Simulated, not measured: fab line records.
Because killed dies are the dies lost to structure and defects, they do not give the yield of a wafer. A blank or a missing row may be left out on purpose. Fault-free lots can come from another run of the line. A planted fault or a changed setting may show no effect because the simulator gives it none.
Matching of chambers -- flow n5_finfet -- 4 sister chambers for N5_BEOL_M2_ETCHBACK_99 on rie_diel-02
The step etches SiO2 in CHF3, target depth 5 nm, time 10.4 s. 8 wafers are shown with their chamber, then 9 later ones without.

== WAFERS WITH THEIR CHAMBER ==
wafer,chamber,drypump_motor_current_A (A),showerhead_plenum_p_Torr (Torr)
L080.3,0,6.1,2.07
L083.2,0,6.2,2.07
L089.6,3,5.1,2.23
L090.4,2,5.3,2.04
L090.6,1,5.3,2.15
L091.2,1,5.2,2.15
L091.5,2,5.3,2.04
L091.6,3,5.1,2.22

== WAFERS WHOSE CHAMBER IS MISSING ==
wafer,drypump_motor_current_A (A),showerhead_plenum_p_Torr (Torr)
L092.3,5.1,2.22
L092.5,5.2,2.15
L092.6,5.3,2.04
L093.2,6.2,2.06
L093.3,5.1,2.22
L093.4,5.3,2.04
L096.1,5.2,2.14
L096.2,5.1,2.22
L096.5,5.2,2.14

== WHICH CHAMBER EACH ONE RAN IN ==
wafer,from the rows above,in truth
L092.3,3,3
L092.5,1,1
L092.6,2,2
L093.2,0,0
L093.3,3,3
L093.4,2,2
L096.1,1,1
L096.2,3,3
L096.5,1,1
9 of 9 placed correctly. Not placeable from these rows: 0. Placed wrongly: 0.
How it was worked out, from the rows above alone: a wafer's distance from a chamber is the root of the sum, over the readings, of the square of ((its reading less the chamber's mean) divided by the reading's scatter). If the next closest chamber is less than 2 further off than the closest, the wafer can't be placed; otherwise it belongs to the closest. The mean given for a chamber averages the wafers shown for that chamber. The scatter is the square root of a quotient: the sum, over the shown wafers, of each reading's squared deviation from its chamber's mean, divided by wafers minus chambers.
